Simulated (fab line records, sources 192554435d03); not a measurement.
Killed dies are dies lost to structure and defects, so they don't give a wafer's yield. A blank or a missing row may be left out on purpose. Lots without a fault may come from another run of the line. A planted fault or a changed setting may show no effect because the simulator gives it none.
fab line records | flow n5_finfet | part 1 of 2: steps 1 to 22 of 31
record lots=5 wafers=15 last_day=16
route steps=1938 shown BEOL_M0@720 BEOL_M1@751
lots that met no fault: from a run of the same line without faults
start_h: hours from the record's first day to the start of the lot's first wafer shown | wait_h: hours since the lot's step before | " the same as in the row above | L1.1+2: a row that stands for several wafers | - no value, or no start given | * or withheld: withheld | < > ~ a bound
route shown NAME@n: a module of which the file shows steps, and the number in the route of the first | usual: mean/standard deviation of fault-free wafers | same: alike in all rows | chamber/n: place in a boat | sites: the reading at each site | _std_site: their standard deviation | _edge_site: outer sites' mean less inner sites' | radius_mm: how far each site lies from the wafer's centre | mask NAME#n: copy n | behind: the tool/chamber that last shaped the wafer | hold: why the lot was held/for how many hours/how that ended | device: the transistor (n, p or np) that didn't switch | end of line: the same wafers' tests at the end of the route | a step without rows: its recipe alone | killed: dies lost to structure and defects at the first sort, not the wafer's yield | map: a wafer's dies, x killed, . not, _ none there
set.NAME: the setting as run; set.NAME@STEP: as run at that earlier step | model.NAME: the simulator's own value behind a step, which no gauge read
lots at some steps of the route; a table a step, a row a wafer
services: from which hour (start_h, from the record's first day; less than 0 if before it) a tool's chamber was out of use, for how many hours, and why
## steps
# step N5_BEOL_M0_ETCH_128
# recipe chemistry=CF4/N2 target_depth_a=120 overetch_a=51 target=SiCN time_s=21.4 ion_energy_ev=150 pressure_mtorr=40 source_w=430 bias_w=70 Ar_flow_sccm=100 cf4_flow_sccm=60 n2_flow_sccm=60
# usual cf4_flow_sccm=59.99/0.2 drypump_motor_current_A=5.7/0.41 mfc_ar_sccm=99.94/0.28 oes_product_au=0.54/0.06 rf_vpp_V=382.1/2.2 showerhead_plenum_p_Torr=2.20/0.092 throttle_valve_pct=15.44/0.23
# columns lot.wafer tool chamber start_h wait_h cf4_flow_sccm drypump_motor_current_A mfc_ar_sccm oes_product_au rf_hours_counter_h rf_vpp_V showerhead_plenum_p_Torr throttle_valve_pct
L081.1 rie_diel-03 1 155.69 0.0 60.21 6.1 99.33 0.47 244 380.0 2.16 15.29
L081.2 " 2 " " 59.95 5.6 99.87 0.53 124 383.5 2.23 15.54
L081.3 " 3 " " 59.99 6.0 100.55 0.58 59 383.6 2.25 15.25
L082.2 rie_diel-02 0 166.39 0.0 59.65 5.0 100.28 0.48 216 380.7 2.09 15.65
L082.3 " 3 " " 60.45 6.4 99.54 0.57 76 384.0 2.25 15.28
L082.4 " 1 " " 59.87 5.8 100.23 0.47 251 378.7 2.09 15.69
L083.1 rie_diel-03 1 171.97 0.3 60.20 6.2 100.18 0.49 249 381.5 2.16 15.30
L083.3 " 0 " " 60.00 5.4 99.88 0.47 236 379.8 2.07 15.57
L083.5 " 0 " " 59.88 5.4 99.71 0.48 - 379.1 2.07 15.57
L087.1 rie_diel-03 2 199.04 0.0 60.14 5.6 100.06 0.51 140 384.9 2.22 15.57
L087.3 " 1 " " 60.16 6.1 99.46 0.66 2 383.5 2.16 14.78
L087.4 " 0 " " 60.13 5.4 99.79 0.48 247 379.5 2.07 15.62
L095.1 rie_diel-01 0 248.84 0.9 59.81 5.8 99.93 0.48 204 383.5 2.29 15.69
L095.2 " 2 " " 59.89 5.1 99.71 0.58 71 381.3 2.13 15.11
L095.5 " 0 " " 59.93 5.8 99.90 0.50 - 385.2 2.29 15.69
# step N5_BEOL_M0_TRENCH_ETCH_107
# recipe chemistry=C4F6/O2 target_depth_a=328 target=SiOC time_s=16.4 ion_energy_ev=250 pressure_mtorr=30 source_w=355 bias_w=185 Ar_flow_sccm=300 C4F6_flow_sccm=10 O2_flow_sccm=10
# usual drypump_motor_current_A=5.7/0.41 mfc_ar_sccm=300.0/0.83 oes_ar_750_au=0.78/0.092 oes_o_777_au=0.78/0.1 oes_product_au=0.77/0.094 rf_vpp_V=672/18 showerhead_plenum_p_Torr=2.83/0.12 throttle_valve_pct=20.86/0.25
# columns lot.wafer tool chamber start_h wait_h drypump_motor_current_A mfc_ar_sccm oes_ar_750_au oes_o_777_au oes_product_au rf_hours_counter_h rf_vpp_V showerhead_plenum_p_Torr throttle_valve_pct
L081.1 rie_diel-03 1 155.73 0.0 6.2 300.3 0.71 0.71 0.69 244 668 2.77 20.53
L081.2 " 2 " " 5.6 300.9 0.75 0.76 0.76 124 679 2.88 21.06
L081.3 " 3 " " 6.0 301.2 0.84 0.88 0.86 59 677 2.90 20.72
L082.2 rie_diel-02 0 166.43 0.0 5.1 299.5 0.71 0.71 0.70 216 663 2.69 21.01
L082.3 " 3 " " 6.4 299.4 0.87 0.86 0.85 76 680 2.93 20.96
L082.4 " 1 " " 5.9 300.1 0.68 0.67 0.68 251 681 2.67 20.95
L083.1 rie_diel-03 1 172.01 0.0 6.2 300.0 0.70 0.71 0.70 249 667 2.77 20.54
L083.3 " 0 " " 5.4 298.3 0.67 0.66 0.67 236 685 2.66 20.84
L083.5 " 0 " " 5.4 298.1 0.67 0.66 0.66 - 685 2.66 20.84
L087.1 rie_diel-03 2 199.09 0.0 5.6 300.5 0.74 0.75 0.73 140 679 2.88 21.08
L087.3 " 1 " " 6.2 300.3 0.95 0.96 0.96 2 668 2.77 20.13
L087.4 " 0 " " 5.4 298.5 0.66 0.65 0.66 247 685 2.65 20.85
L095.1 rie_diel-01 0 248.88 0.0 5.8 299.8 0.68 0.67 0.68 204 695 2.93 20.91
L095.2 " 2 " " 5.1 300.0 0.86 0.90 0.83 71 608 2.75 20.57
L095.5 " 0 " " 5.8 300.8 0.68 0.67 0.68 - 695 2.93 20.93
# step N5_BEOL_M0_STRIP_142
# recipe chemistry=N2/H2 time_s=10 power_w=450 temp_c=40 pressure_mtorr=20 rf_frequency_hz=6e+07 bias_power_w=7 n2_flow_sccm=200 h2_flow_sccm=200
# usual drypump_motor_current_A=5.7/0.41 oes_product_au=0.77/0.091 rf_vpp_V=59.2/0.82 showerhead_plenum_p_Torr=2.52/0.099 throttle_valve_pct=23.6/0.36
# columns lot.wafer tool chamber start_h wait_h drypump_motor_current_A oes_product_au rf_hours_counter_h rf_vpp_V showerhead_plenum_p_Torr throttle_valve_pct
L081.1 rie_diel-03 1 155.75 0.0 6.2 0.70 244 59.6 2.49 23.6
L081.2 " 2 " " 5.6 0.76 124 58.8 2.52 23.2
L081.3 " 3 " " 6.0 0.86 59 59.2 2.57 23.3
L082.2 rie_diel-02 0 166.45 0.0 5.0 0.70 216 58.8 2.41 24.1
L082.3 " 3 " " 6.4 0.80 76 58.9 2.59 23.6
L082.4 " 1 " " 5.9 0.67 251 59.4 2.40 23.7
L083.1 rie_diel-03 1 172.04 0.0 6.1 0.69 249 58.0 2.48 23.6
L083.3 " 0 " " 5.4 0.67 236 58.5 2.41 24.0
L083.5 " 0 " " 5.4 0.67 - 58.9 2.41 24.0
L087.1 rie_diel-03 2 199.11 0.0 5.6 0.74 140 59.6 2.51 23.2
L087.3 " 1 " " 6.1 0.97 2 58.4 2.48 23.2
L087.4 " 0 " " 5.4 0.65 247 58.7 2.41 24.0
L095.1 rie_diel-01 0 248.90 0.0 5.8 0.69 204 59.0 2.63 23.4
L095.2 " 2 " " 5.1 0.83 71 59.7 2.45 23.2
L095.5 " 0 " " 5.8 0.69 - 61.2 2.63 23.4
# step N5_BEOL_M0_OCD_MEAS_108
# usual trench_depth_nm=32.3/1.1
# columns lot.wafer tool chamber start_h wait_h trench_depth_nm
L081.1 ocd-01 - 155.83 0.1 32.5
L081.2 " - " " 31.8
L081.3 " - " " 33.3
L082.2 ocd-01 - 166.53 0.1 31.9
L082.3 " - " " 33.1
L082.4 " - " " 32.5
L083.1 ocd-02 - 172.11 0.1 32.7
L083.3 " - " " 30.4
L083.5 " - " " 30.6
L087.1 ocd-02 - 199.19 0.1 31.2
L087.3 " - " " 33.1
L087.4 " - " " 30.5
L095.1 ocd-01 - 248.98 0.1 31.1
L095.2 " - " " 32.9
L095.5 " - " " 31.5
# step N5_BEOL_M0_HM_STRIP_129
# recipe chemistry=peroxide_tin_strip material=TiN target_depth_a=170 temp_c=50 time_s=108
# columns lot.wafer tool chamber start_h wait_h
L081.1+2+3 wet_bench-05 3,5,6 155.87 0.0
L082.2+3+4 wet_bench-01 6,1,7 166.57 0.0
L083.1+3+5 wet_bench-05 4,3,6 172.15 0.0
L087.1+3+4 wet_bench-02 2,3,1 199.22 0.0
L095.1+2+5 wet_bench-05 0,7,2 249.02 0.0
# step N5_BEOL_M0_SRD_130
# recipe time_s=30 temp_c=23 rinse_liquid=diw dry=ipa_marangoni
# columns lot.wafer tool chamber start_h wait_h
L081.1+2+3 wet_bench-05 3,5,6 155.90 0.0
L082.2+3+4 wet_bench-01 6,1,7 166.60 0.0
L083.1+3+5 wet_bench-05 4,3,6 172.18 0.0
L087.1+3+4 wet_bench-02 2,3,1 199.25 0.0
L095.1+2+5 wet_bench-05 0,7,2 249.05 0.0
# step N5_BEOL_M0_ETCH_109
# recipe chemistry=CH3F/O2 target_depth_a=80 overetch_a=24 target=SiCN time_s=27.4 ion_energy_ev=120 pressure_mtorr=30 source_w=395 bias_w=75 Ar_flow_sccm=150 CH3F_flow_sccm=30 O2_flow_sccm=20
# usual drypump_motor_current_A=5.7/0.41 mfc_ar_sccm=150.1/0.47 oes_product_au=0.67/0.07 rf_vpp_V=297.6/1.7 showerhead_plenum_p_Torr=2.01/0.082 throttle_valve_pct=16.34/0.25
# columns lot.wafer tool chamber start_h wait_h drypump_motor_current_A mfc_ar_sccm oes_product_au rf_hours_counter_h rf_vpp_V showerhead_plenum_p_Torr throttle_valve_pct
L081.1 rie_diel-01 1 155.94 0.0 6.1 151.4 0.65 179 295.6 1.99 16.34
L081.2 " 3 " " 5.8 150.2 0.60 197 297.5 2.07 16.74
L081.3 " 2 " " 5.1 149.9 0.75 40 296.8 1.94 15.97
L082.2 rie_diel-02 2 166.64 0.0 5.3 149.4 0.76 19 300.6 2.14 16.33
L082.3 " 3 " " 6.4 150.3 0.72 76 298.7 2.05 16.27
L082.4 " 0 " " 5.0 150.3 0.61 216 296.7 1.88 16.51
L083.1 rie_diel-03 1 172.70 0.5 6.2 149.9 0.61 250 296.3 1.95 16.14
L083.3 " 2 " " 5.6 149.4 0.66 130 297.6 2.02 16.47
L083.5 " 3 " " 6.0 149.8 0.72 - 298.3 2.04 16.14
L087.1 rie_diel-03 2 199.30 0.0 5.6 150.8 0.64 140 295.7 2.02 16.47
L087.3 " 1 " " 6.2 149.8 0.82 2 296.6 1.95 15.64
L087.4 " 0 " " 5.4 149.6 0.58 247 295.9 1.86 16.45
L095.1 rie_diel-02 0 249.26 0.2 5.0 148.9 0.59 247 294.9 1.87 16.55
L095.2 " 1 " " 5.9 150.3 0.79 18 299.7 2.11 16.00
L095.5 " 1 " " 5.9 150.1 0.78 - 299.9 2.11 16.01
# step N5_BEOL_M0_STRIP_139
# recipe chemistry=post_etch_residue_remover time_s=60 temp_c=25 remover_ph=withheld remover_water_wt_pct=withheld remover_fluoride_wt_pct=withheld
# columns lot.wafer tool chamber start_h wait_h
L081.1+2+3 wet_bench-01 1,6,4 156.05 0.1
L082.2+3+4 wet_bench-01 5,2,3 166.75 0.1
L083.1+3+5 wet_bench-02 6,5,1 172.92 0.2
L087.1+3+4 wet_bench-05 7,2,3 199.40 0.1
L095.1+2+5 wet_bench-02 4,1,6 249.36 0.1
# step N5_BEOL_M0_SRD_111
# recipe time_s=30 temp_c=23 rinse_liquid=diw dry=ipa_marangoni
# columns lot.wafer tool chamber start_h wait_h
L081.1+2+3 wet_bench-01 1,6,4 156.07 0.0
L082.2+3+4 wet_bench-01 5,2,3 166.77 0.0
L083.1+3+5 wet_bench-02 6,5,1 172.94 0.0
L087.1+3+4 wet_bench-05 7,2,3 199.42 0.0
L095.1+2+5 wet_bench-02 4,1,6 249.38 0.0
# step N5_BEOL_M0_DEGAS_112
# recipe ambient=vacuum temp_c=250 time_s=60
# usual heater_power_w=325/34
# columns lot.wafer tool chamber start_h wait_h heater_power_w
L081.1 pvd_sputter-02 - 157.14 1.1 341
L081.2 " - " " 288
L081.3 " - " " 288
L082.2 pvd_sputter-01 - 168.21 1.4 289
L082.3 " - " " 324
L082.4 " - " " 371
L083.1 pvd_sputter-02 - 172.99 0.0 286
L083.3 " - " " 357
L083.5 " - " " 285
L087.1 pvd_sputter-03 - 199.76 0.3 379
L087.3 " - " " 319
L087.4 " - " " 330
L095.1 pvd_sputter-02 - 249.43 0.0 296
L095.2 " - " " 285
L095.5 " - " " 289
# step N5_BEOL_M0_PRE_CLEAN_113
# recipe gas=H2/He time_s=30 temp_c=250
# usual heater_power_w=324/33
# columns lot.wafer tool chamber start_h wait_h heater_power_w
L081.1 pvd_sputter-02 - 157.18 0.0 344
L081.2 " - " " 286
L081.3 " - " " 288
L082.2 pvd_sputter-01 - 168.25 0.0 284
L082.3 " - " " 323
L082.4 " - " " 371
L083.1 pvd_sputter-02 - 173.03 0.0 280
L083.3 " - " " 353
L083.5 " - " " 289
L087.1 pvd_sputter-03 - 199.80 0.0 376
L087.3 " - " " 313
L087.4 " - " " 330
L095.1 pvd_sputter-02 - 249.47 0.0 297
L095.2 " - " " 288
L095.5 " - " " 294
# step N5_BEOL_M0_ALD_136
# recipe material=TaN target_thk_a=* temp_c=275 ald_precursor_family=PDMAT ald_co_reactant=NH3 pressure_torr=3 carrier_flow_sccm=1500 pulse_time_s=2 purge_time_s=3 co_reactant_purge_time_s=2 co_reactant_pulse_time_s=3 ald_cycles=30 precursor_vessel_temp_c=75 precursor_vessel_pressure_torr=26.25 precursor_vessel_carrier_sccm=1000
# usual heater_power_w=415/23 precursor_vessel_temp_c=74.99/0.13
# columns lot.wafer tool chamber start_h wait_h heater_power_w precursor_vessel_temp_c
L081.1 ald_metal-04 2 157.26 0.1 443 74.92
L081.2 " 0 " " 406 74.89
L081.3 " 3 " " 408 75.07
L082.2 ald_metal-03 3 168.31 0.0 380 74.75
L082.3 " 1 " " 438 75.13
L082.4 " 0 " " 446 75.02
L083.1 ald_metal-04 1 173.09 0.0 399 74.94
L083.3 " 2 " " 439 74.70
L083.5 " 1 " " 396 74.93
L087.1 ald_metal-01 3 199.86 0.0 402 75.12
L087.3 " 0 " " 402 74.89
L087.4 " 2 " " 436 74.86
L095.1 ald_metal-03 3 249.53 0.0 368 74.87
L095.2 " 2 " " 406 75.20
L095.5 " 2 " " 420 75.08
# step N5_BEOL_M0_SURFACE_TREAT_137
# recipe gas=Ar time_s=* ion_energy_ev=* ion_current_ma_cm2=0.5 pressure_mtorr=* ar_flow_sccm=30
# usual throttle_valve_pct=*
# columns lot.wafer tool chamber start_h wait_h throttle_valve_pct
L081.1 pvd_sputter-02 - 157.50 0.1 *
L081.2 " - " " *
L081.3 " - " " *
L082.2 pvd_sputter-02 - 168.54 0.1 *
L082.3 " - " " *
L082.4 " - " " *
L083.1 pvd_sputter-02 - 173.32 0.1 *
L083.3 " - " " *
L083.5 " - " " *
L087.1 pvd_sputter-02 - 200.11 0.1 *
L087.3 " - " " *
L087.4 " - " " *
L095.1 pvd_sputter-02 - 249.76 0.1 *
L095.2 " - " " *
L095.5 " - " " *
# step N5_BEOL_M0_CVD_115
# recipe material=Co target_thk_a=* temp_c=withheld precursor=CCTBA/H2 pressure_torr=30 time_s=120
# columns lot.wafer tool chamber start_h wait_h
L081.1+2+3 cvd_co-01 0,2,1 157.56 0.0
L082.2+3+4 cvd_co-02 1,2,2 168.61 0.1
L083.1+3+5 cvd_co-02 1,2,0 173.41 0.1
L087.1+3+4 cvd_co-01 2,0,0 200.23 0.1
L095.1+2+5 cvd_co-02 2,1,0 249.84 0.1
# step N5_BEOL_M0_SPUTTER_116
# recipe material=Cu target_thk_a=40 temp_c=-20 chamber_pressure_pa=0.07 power_w=withheld time_s=7.37
# usual throttle_valve_pct=30.3/1
# columns lot.wafer tool chamber start_h wait_h throttle_valve_pct
L081.1 pvd_sputter-02 - 157.68 0.1 29.8
L081.2 " - " " 29.8
L081.3 " - " " 29.7
L082.2 pvd_sputter-03 - 168.71 0.1 29.8
L082.3 " - " " 30.4
L082.4 " - " " 30.8
L083.1 pvd_sputter-02 - 173.61 0.2 32.0
L083.3 " - " " 29.8
L083.5 " - " " 30.0
L087.1 pvd_sputter-02 - 200.39 0.1 29.8
L087.3 " - " " 32.4
L087.4 " - " " 29.9
L095.1 pvd_sputter-02 - 249.94 0.1 30.1
L095.2 " - " " 29.4
L095.5 " - " " 31.9
# step N5_BEOL_M0_ANNEAL_117
# recipe temp_c=400 time_s=60 ambient=vacuum
# usual heater_power_w=800/79
# columns lot.wafer tool chamber start_h wait_h heater_power_w
L081.1 pvd_sputter-02 - 157.76 0.0 867
L081.2 " - " " 730
L081.3 " - " " 720
L082.2 pvd_sputter-03 - 168.79 0.0 778
L082.3 " - " " 919
L082.4 " - " " 932
L083.1 pvd_sputter-02 - 173.69 0.0 742
L083.3 " - " " 884
L083.5 " - " " 718
L087.1 pvd_sputter-02 - 200.47 0.0 724
L087.3 " - " " 740
L087.4 " - " " 834
L095.1 pvd_sputter-02 - 250.02 0.0 714
L095.2 " - " " 713
L095.5 " - " " 740
# step N5_BEOL_M0_SPUTTER_132
# recipe material=Cu target_thk_a=40 temp_c=-20 chamber_pressure_pa=0.07 power_w=withheld time_s=7.37
# usual throttle_valve_pct=30.3/1
# columns lot.wafer tool chamber start_h wait_h throttle_valve_pct
L081.1 pvd_sputter-02 - 157.80 0.0 29.7
L081.2 " - " " 30.2
L081.3 " - " " 29.5
L082.2 pvd_sputter-03 - 168.83 0.0 29.6
L082.3 " - " " 30.5
L082.4 " - " " 30.5
L083.1 pvd_sputter-02 - 173.73 0.0 32.2
L083.3 " - " " 29.9
L083.5 " - " " 30.3
L087.1 pvd_sputter-02 - 200.51 0.0 29.9
L087.3 " - " " 32.2
L087.4 " - " " 29.9
L095.1 pvd_sputter-02 - 250.06 0.0 29.8
L095.2 " - " " 29.6
L095.5 " - " " 32.0
# step N5_BEOL_M0_ANNEAL_133
# recipe temp_c=400 time_s=60 ambient=vacuum
# usual heater_power_w=802/81
# columns lot.wafer tool chamber start_h wait_h heater_power_w
L081.1 pvd_sputter-02 - 157.88 0.0 855
L081.2 " - " " 715
L081.3 " - " " 718
L082.2 pvd_sputter-03 - 168.91 0.0 772
L082.3 " - " " 912
L082.4 " - " " 954
L083.1 pvd_sputter-02 - 173.81 0.0 720
L083.3 " - " " 898
L083.5 " - " " 694
L087.1 pvd_sputter-02 - 200.59 0.0 712
L087.3 " - " " 740
L087.4 " - " " 871
L095.1 pvd_sputter-02 - 250.14 0.0 726
L095.2 " - " " 726
L095.5 " - " " 757
# step N5_BEOL_M0_SPUTTER_134
# recipe material=Cu target_thk_a=40 temp_c=-20 chamber_pressure_pa=0.07 power_w=withheld time_s=7.37
# usual throttle_valve_pct=30.3/0.99
# columns lot.wafer tool chamber start_h wait_h throttle_valve_pct
L081.1 pvd_sputter-02 - 157.92 0.0 29.7
L081.2 " - " " 29.8
L081.3 " - " " 29.6
L082.2 pvd_sputter-03 - 168.95 0.0 29.9
L082.3 " - " " 30.2
L082.4 " - " " 30.7
L083.1 pvd_sputter-02 - 173.85 0.0 32.0
L083.3 " - " " 29.5
L083.5 " - " " 29.8
L087.1 pvd_sputter-02 - 200.63 0.0 29.9
L087.3 " - " " 31.8
L087.4 " - " " 30.0
L095.1 pvd_sputter-02 - 250.18 0.0 30.0
L095.2 " - " " 29.4
L095.5 " - " " 32.0
# step N5_BEOL_M0_ANNEAL_135
# recipe temp_c=400 time_s=60 ambient=vacuum
# usual heater_power_w=800/81
# columns lot.wafer tool chamber start_h wait_h heater_power_w
L081.1 pvd_sputter-02 - 158.00 0.0 876
L081.2 " - " " 718
L081.3 " - " " 733
L082.2 pvd_sputter-03 - 169.03 0.0 792
L082.3 " - " " 919
L082.4 " - " " 940
L083.1 pvd_sputter-02 - 173.93 0.0 747
L083.3 " - " " 870
L083.5 " - " " 728
L087.1 pvd_sputter-02 - 200.71 0.0 729
L087.3 " - " " 742
L087.4 " - " " 877
L095.1 pvd_sputter-02 - 250.26 0.0 704
L095.2 " - " " 731
L095.5 " - " " 751
# step N5_BEOL_M0_SPUTTER_141
# recipe material=Cu target_thk_a=40 temp_c=-20 chamber_pressure_pa=0.07 power_w=withheld time_s=7.37
# usual throttle_valve_pct=30.3/1
# columns lot.wafer tool chamber start_h wait_h throttle_valve_pct
L081.1 pvd_sputter-02 - 158.04 0.0 29.7
L081.2 " - " " 30.1
L081.3 " - " " 29.7
L082.2 pvd_sputter-03 - 169.07 0.0 29.9
L082.3 " - " " 30.4
L082.4 " - " " 30.7
L083.1 pvd_sputter-02 - 173.97 0.0 32.3
L083.3 " - " " 29.8
L083.5 " - " " 29.6
L087.1 pvd_sputter-02 - 200.75 0.0 29.8
L087.3 " - " " 32.3
L087.4 " - " " 29.7
L095.1 pvd_sputter-02 - 250.30 0.0 29.6
L095.2 " - " " 29.7
L095.5 " - " " 32.5
# step N5_BEOL_M0_ECD_118
# recipe material=Cu target_thk_a=3000
# columns lot.wafer tool chamber start_h wait_h
L081.1+2+3 ecd_cu-02 1,0,1 158.15 0.1
L082.2+3+4 ecd_cu-01 1,0,1 169.19 0.1
L083.1+3+5 ecd_cu-01 0,0,1 174.09 0.1
L087.1+3+4 ecd_cu-01 0,0,1 200.87 0.1
L095.1+2+5 ecd_cu-01 0,1,0 250.41 0.1
